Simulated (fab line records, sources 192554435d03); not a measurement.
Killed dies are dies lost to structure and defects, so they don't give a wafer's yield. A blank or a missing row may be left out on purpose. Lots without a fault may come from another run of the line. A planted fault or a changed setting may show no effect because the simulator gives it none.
A struck lot beside a sound one | flow n5_finfet | 26 steps out of a route of 1938
Sound: wafers L175.4, L175.5, L175.6. Struck: wafers L185.1, L185.2, L185.6. The cause comes at the end.
At each step with rows: each side's tool, then ch and its chambers, then its first start. Under that, the readings that differ: sound wafers | struck wafers | difference of the means | sigmas: that difference in standard deviations of wafers without a fault.
alike: readings whose means differ by less than 2 such deviations, and words and numbers that are the same on both sides. not compared: withheld readings, readings that some wafer has no value for, bounds like >300 that may hide the same value, and numbers for which the record gives no deviation and whose values overlap.
The two part at a step that has a row with sigmas, a row that says differs or no value, or rows on one side only. Numbers that don't overlap but have no deviation are shown without sigmas and don't part them. A reading that every wafer of one side lacks parts them only if that side has two wafers or more.

N5_BEOL_M7_OVL_MEAS_12:
  sound on overlay-02 ch 0, day 9 19:33; struck on overlay-02 ch 0, day 12 13:16
  alike: M7_OVL
N5_BEOL_M7_INSPECT_13: inspects for defects (brightfield).
  sound on defect_inspect-01, day 9 19:35; struck on defect_inspect-01, day 12 13:17
  alike: raw_defect_count
N5_BEOL_M7_DESCUM_16: chemistry O2, time 7.9 s.
  sound on rie_diel-05 ch 0,1,2, day 9 19:38; struck on rie_diel-06 ch 1,2,3, day 12 13:32
  alike: drypump_motor_current_A, o2_flow_sccm, oes_product_au, rf_vpp_V, showerhead_plenum_p_Torr, throttle_valve_pct
  not compared: rf_hours_counter_h
then, 3 steps without rows for these wafers: N5_BEOL_M7_ETCH_61 (etches SiARC in CF4, target depth 45.5 nm, time 75.8 s); N5_BEOL_M7_ETCH_62 (etches SOC in N2/H2, target depth 110 nm, overetch 22 nm, time 165 s); N5_BEOL_M7_STRIP_68 (strips in N2/H2).
N5_BEOL_M7_STRIP_67: strips in CF4.
  sound on rie_diel-05 ch 0,1,2, day 9 19:52; struck on rie_diel-06 ch 1,2,3, day 12 13:47
  alike: drypump_motor_current_A, oes_product_au, rf_vpp_V, showerhead_plenum_p_Torr, throttle_valve_pct
  not compared: rf_hours_counter_h
N5_BEOL_M7_HM_OPEN_17: chemistry Cl2/BCl3, target TiN, target depth 20 nm, overetch 6 nm.
  sound on rie_metal-02 ch 0,1, day 9 19:57; struck on rie_metal-03 ch 0,1, day 12 13:49
  alike: drypump_motor_current_A, oes_ar_750_au, oes_product_au, throttle_valve_pct
  not compared: rf_hours_counter_h
N5_BEOL_M7_STRIP_19: strips in O2.
  sound on rie_diel-02 ch 0,1,3, day 9 20:03; struck on rie_diel-02 ch 0,2,3, day 12 13:56
  alike: drypump_motor_current_A, o2_flow_sccm, oes_product_au, rf_vpp_V, showerhead_plenum_p_Torr, throttle_valve_pct
  not compared: rf_hours_counter_h
N5_BEOL_M7_CD_MEAS_18: pitch 80 nm, target cd 40 nm.
  sound on cd_sem-01, day 9 20:06; struck on cd_sem-03, day 12 14:00
  alike: cd_nm
then, 2 steps without rows for these wafers: N5_BEOL_M7_COAT_63 (time 60 s, resist thk 60 nm); N5_BEOL_M7_COAT_64 (time 60 s, resist thk 12 nm).
N5_BEOL_M7_COAT_71: time 60 s, resist thk 5 nm.
  sound on litho_track-03 ch 0, day 9 21:08; struck on litho_track-02 ch 0, day 12 15:17
  reading              | sound                | struck               | difference | sigmas
  spin_speed_rpm (rpm) | 1499.8 1501.2 1501.6 | 1410.5 1410.0 1411.4 | -90.2      | -82
  alike: plate_temp_C
then, 6 steps without rows for these wafers: N5_BEOL_M7_COAT_22 (resist thk 30 nm); N5_BEOL_M7_EBR_24; N5_BEOL_M7_SOFTBAKE_23 (time 60 s); N5_BEOL_M7_EXPOSE_25 (exposes mask V6, target cd 40 nm); N5_BEOL_M7_PEB_26 (peb time 60 s); N5_BEOL_M7_DEVELOP_27 (develop time 30 s).
N5_BEOL_M7_CD_MEAS_28: target cd 40 nm.
  sound on cd_sem-01 ch 0, day 9 21:25; struck on cd_sem-03 ch 0, day 12 15:34
  alike: cd_nm
N5_BEOL_M7_OVL_MEAS_29:
  sound on overlay-02 ch 0, day 9 21:27; struck on overlay-02 ch 0, day 12 15:36
  alike: V6_OVL
N5_BEOL_M7_INSPECT_30: inspects for defects (brightfield).
  sound on defect_inspect-02, day 9 21:29; struck on defect_inspect-01, day 12 15:40
  alike: raw_defect_count
then, 1 step without rows for these wafers: N5_BEOL_M7_DESCUM_33 (chemistry O2, time 7 s).
N5_BEOL_M7_ETCH_72: etches underlayer in N2/H2, target depth 6.5 nm, time 5.2 s.
  sound on rie_diel-05 ch 0,1,3, day 9 21:34; struck on rie_diel-02 ch 0,1, day 12 15:43
  reading                  | sound             | struck           | difference | sigmas
  etch_rf_on_time_s (s)    | 5.21 5.06 5.13    | 5.35 5.53 5.23   | +0.24      | +3
  model.etch.depth_nm (nm) | 4.992 5.008 4.993 | 5.16 5.161 5.149 | +0.16      |
  alike: drypump_motor_current_A, oes_product_au, rf_vpp_V, showerhead_plenum_p_Torr, throttle_valve_pct
  not compared: rf_hours_counter_h
N5_BEOL_M7_ETCH_65: etches SiARC in CF4, target depth 15.6 nm, time 26 s.
  sound on rie_diel-05 ch 0,1,3, day 9 21:35; struck on rie_diel-02 ch 0,1, day 12 15:44
  alike: drypump_motor_current_A, etch_rf_on_time_s, oes_product_au, rf_vpp_V, showerhead_plenum_p_Torr, throttle_valve_pct
  not compared: rf_hours_counter_h
N5_PASSIVATION_PROBE_49:
  the record has rows for the sound wafers here (prober-01, day 12 19:43) and none for the struck ones

WHERE THEY PART
First at N5_BEOL_M7_COAT_71; last, within this record, at N5_PASSIVATION_PROBE_49.

WHY: what the simulator had put in
Process parameter drift: litho_track-02, from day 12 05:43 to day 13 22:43, at N5_BEOL_M7_COAT_71. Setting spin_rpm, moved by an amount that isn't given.
